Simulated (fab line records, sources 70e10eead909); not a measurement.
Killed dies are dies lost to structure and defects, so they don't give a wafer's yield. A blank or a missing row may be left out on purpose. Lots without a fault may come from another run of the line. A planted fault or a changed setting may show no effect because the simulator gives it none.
One fault seen from 2 desks | flow nand_harc | each desk has only its own numbers; what lay behind them comes last

THE METROLOGY DESK
What the gauges read, lot by lot, whatever tool the lot ran on: means of the sampled wafers that have a number. A lot is out of limits, marked OUT, if its mean lies more than 4 standard deviations from the usual mean; the brackets give that distance.
Columns: A = cd_nm at NHARC_P_M0_CD_MEAS_09, usual 90.1 nm
lot  | first seen here | A
L504 | day 6 10:40     | 90.9
L506 | day 7 04:46     | 89.7
L507 | day 7 17:45     | 89.7
L508 | day 8 03:13     | 81.0 (-12) OUT
L511 | day 9 15:52     | 89.5
L513 | day 10 12:02    | 91.0
L514 | day 10 19:46    | 90.5
L515 | day 11 03:21    | 90.0
L519 | day 12 17:38    | 90.8
L520 | day 13 02:45    | 90.8
L523 | day 14 15:42    | 89.8
L525 | day 15 11:08    | 90.4
L526 | day 15 19:31    | 89.9
This desk's finding: out of limits on L508; first on L508, day 8 03:13 (cd_nm at NHARC_P_M0_CD_MEAS_09). In limits: L504, L506, L507, L511, L513, L514, L515, L519, L520, L523, L525, L526.

THE TOOL OWNER'S DESK: litho_track-01
The tool's own readings at NHARC_P_M0_PEB_07 (peb time 65 s): means of the sampled wafers that have a number, for each lot that ran on this tool. A lot is out of limits, marked OUT, if its mean lies more than 4 standard deviations from the usual mean; the brackets give that distance.
Columns: A = heater_power_total_W at NHARC_P_M0_PEB_07, usual 156.6 W; B = plate_temp_C at NHARC_P_M0_PEB_07, usual 99.99 C
lot  | first seen here | A               | B
L506 | day 7 04:41     | 156.5           | 99.83
L508 | day 8 03:08     | 151.4 (-12) OUT | 97.42 (-20) OUT
This desk's finding: out of limits on L508; first on L508, day 8 03:08 (heater_power_total_W at NHARC_P_M0_PEB_07). In limits: L506.

PUT TOGETHER
The tool owner's desk could have raised an alarm at day 8 03:08, on L508.
The metrology desk could have raised an alarm at day 8 03:13, on L508.
Of the lots named, all ran NHARC_P_M0_PEB_07 on litho_track-01.

WHAT THE SIMULATOR HAD PUT IN
Process parameter drift: litho_track-01, from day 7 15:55 on, at NHARC_P_M0_PEB_07. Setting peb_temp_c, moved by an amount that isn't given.
Lots struck among those shown: L508.
Hours from the fault's start to each desk's first reading out of limits: the tool owner's desk, 11; the metrology desk, 11.
